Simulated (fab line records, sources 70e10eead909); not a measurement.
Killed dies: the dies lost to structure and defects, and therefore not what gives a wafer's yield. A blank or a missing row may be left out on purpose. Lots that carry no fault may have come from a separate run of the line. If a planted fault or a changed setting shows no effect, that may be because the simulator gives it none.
Matching of chambers | flow nand-harc | NHARC_A_CONTACT_DEP_58 on pecvd-03: 3 sister chambers
The step deposits SiON, target thk 60 nm. 6 wafers are shown with their chamber, then 12 later ones without.

== WAFERS WITH THEIR CHAMBER ==
wafer  | chamber | heater-power-w (W)
L095.1 | 2       | 757
L095.2 | 1       | 731
L095.4 | 0       | 636
L095.3 | 0       | 616
L095.5 | 2       | 742
L095.6 | 1       | 733

== WAFERS WITHOUT THEIR CHAMBER ==
wafer  | heater-power-w (W)
L094.3 | 658
L094.4 | 753
L094.6 | 650
L094.1 | 764
L094.2 | 726
L094.5 | 730
L097.1 | 744
L097.2 | 828
L097.6 | 828
L096.1 | 649
L096.4 | 826
L096.6 | 805

== EACH ONE'S CHAMBER ==
wafer  | from the rows above     | in truth
L094.3 | 0                       | 0
L094.4 | can't be placed: 2 or 1 | 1
L094.6 | 0                       | 0
L094.1 | can't be placed: 2 or 1 | 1
L094.2 | can't be placed: 1 or 2 | 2
L094.5 | can't be placed: 1 or 2 | 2
L097.1 | can't be placed: 2 or 1 | 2
L097.2 | can't be placed: 2 or 1 | 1
L097.6 | can't be placed: 2 or 1 | 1
L096.1 | 0                       | 0
L096.4 | can't be placed: 2 or 1 | 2
L096.6 | can't be placed: 2 or 1 | 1
Correct placement for 3 of the 12. Cannot be placed on the basis of these rows: 9; the candidates contain the true chamber in 9. Placed wrongly: 0.
How it was worked out, from the rows above alone: a wafer's distance from a chamber is the root of the sum, over the readings, of the square of ((its reading less the chamber's mean) divided by the reading's scatter). The wafer belongs to the nearest chamber; if the next one is less than 2 further off, it can't be placed. The mean given for a chamber averages the wafers shown for that chamber. The scatter: the root of (the sum of the squares of (reading less its chamber's mean) over the shown wafers, divided by (wafers less chambers)).
